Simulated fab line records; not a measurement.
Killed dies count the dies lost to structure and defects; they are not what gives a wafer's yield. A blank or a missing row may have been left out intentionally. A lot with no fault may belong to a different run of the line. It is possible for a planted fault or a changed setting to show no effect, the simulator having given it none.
Problem report in the 8D (eight disciplines) form, filled by code || flow nandHarc || the parts of the form that need people (team, actions taken, sign-off) are left out

== 1. THE PROBLEM ==
Mean of thkNm at NHARC_A_ONON_D2_THK_MEAS_11: 695 nm across 3 wafers in 2 lots; on wafers with no fault it is 997 nm (standard deviation 8.9). That is -34 standard deviations from the usual mean.
The step: measures by ellipsometry.
First observed at day 19 15:59: wafer L931.3, on filmMetro-01. Wafers with a number at this step in the record: 40, from 14 lots. Rule for "out" (also "out of limits"): further than 4 standard deviations from the usual mean. Any other wafer with a number is counted as sound.

== 2. WHAT IT IS, WHAT IT ISN'T ==
{"question": "which readings at this step", "is": "thkNm", "is not": "-"}
{"question": "which lots", "is": "L931, L934", "is not": "L913, L914, L916, L917, L918, L919, L920, L921, L922, L924, L925, L928"}
{"question": "which wafers of those lots", "is": "L931.3, L931.4, L934.4", "is not": "L934.6"}
{"question": "read on which gauges", "is": "filmMetro-01, filmMetro-02", "is not": "-"}
{"question": "when", "is": "from day 19 15:59", "is not": "up to then (36 sound wafers); but 1 sound wafer of L934 came after"}

== 3. THE SUSPECTS, EACH WITH WHAT RULES IT OUT ==
Counting: any tool at a process step up to the reading remains a suspect provided it ran every lot that is out. Sound lots after the first of them don't rule it out here, since some wafers of a struck lot are sound.
- the gauge at NHARC_A_ONON_D2_THK_MEAS_11: ruled out. 2 gauges (filmMetro-01, filmMetro-02) read the wafers that are out.
- rieDiel-13 at NHARC_A_CHANNEL_FILL_D1_ETCHBACK_08 (etches the open film in C4F8, target depth 220 nm, time 110 s): kept. Every lot that is out went through it, the first being L931 (day 18 12:01); the last sound lot it ran before that was L928 (day 17 08:22). NHARC_A_CHANNEL_FILL_D1_ETCHBACK_08: start missing for some lots; hours and lot order therefore follow NHARC_A_DECK1_JOINT_CMP_13.
- pecvdOnon-02 at NHARC_A_ONON_D2_DEP_09 (target thk 1000 nm): kept. Every lot that is out went through it, the first being L931 (day 19 15:35); the last sound lot it ran before that was L928 (day 18 08:13).
Left after counting: rieDiel-13 at NHARC_A_CHANNEL_FILL_D1_ETCHBACK_08, pecvdOnon-02 at NHARC_A_ONON_D2_DEP_09.

== 4. THE CAUSE (what the simulator had put in) ==
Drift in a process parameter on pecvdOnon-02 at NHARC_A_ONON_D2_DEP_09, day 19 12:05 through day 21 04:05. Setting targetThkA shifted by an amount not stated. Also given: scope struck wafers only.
Counting left 2 suspects, and this tool is among them.

== 5. THE CHAIN OF EFFECTS, in route order ==
Each row: a reading whose mean over the struck wafers that have a number lies more than 3 standard deviations from the usual. Readings are gone through only where the record gives a usual standard deviation; hours: the median, over the lots, of the time from a lot's start at the first step in this table giving one to that lot's start at this step; sigmas: the change measured in usual standard deviations.
{"hours": 0, "step": "NHARC_A_ONON_D2_THK_MEAS_11", "reading": "thkNm", "usual": "997 nm", "on struck wafers": 695, "change": -302, "sigmas": -34}
Later steps that measure or inspect, where all struck wafers having a row at the step show a number for every such reading and not one has moved that far: NHARC_A_ONON_D2_THK_MEAS_27.

== 6. HOW IT WOULD HAVE BEEN CAUGHT EARLIER ==
4 hours passed between the start of the fault at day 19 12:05 and the first reading out of limits at a measuring or inspecting step in this record, taken at day 19 15:59.
Of the lots that are out (2), L934 began NHARC_A_ONON_D2_DEP_09 on pecvdOnon-02 after day 19 15:59. A tool hold placed at that time would have kept it from harm.
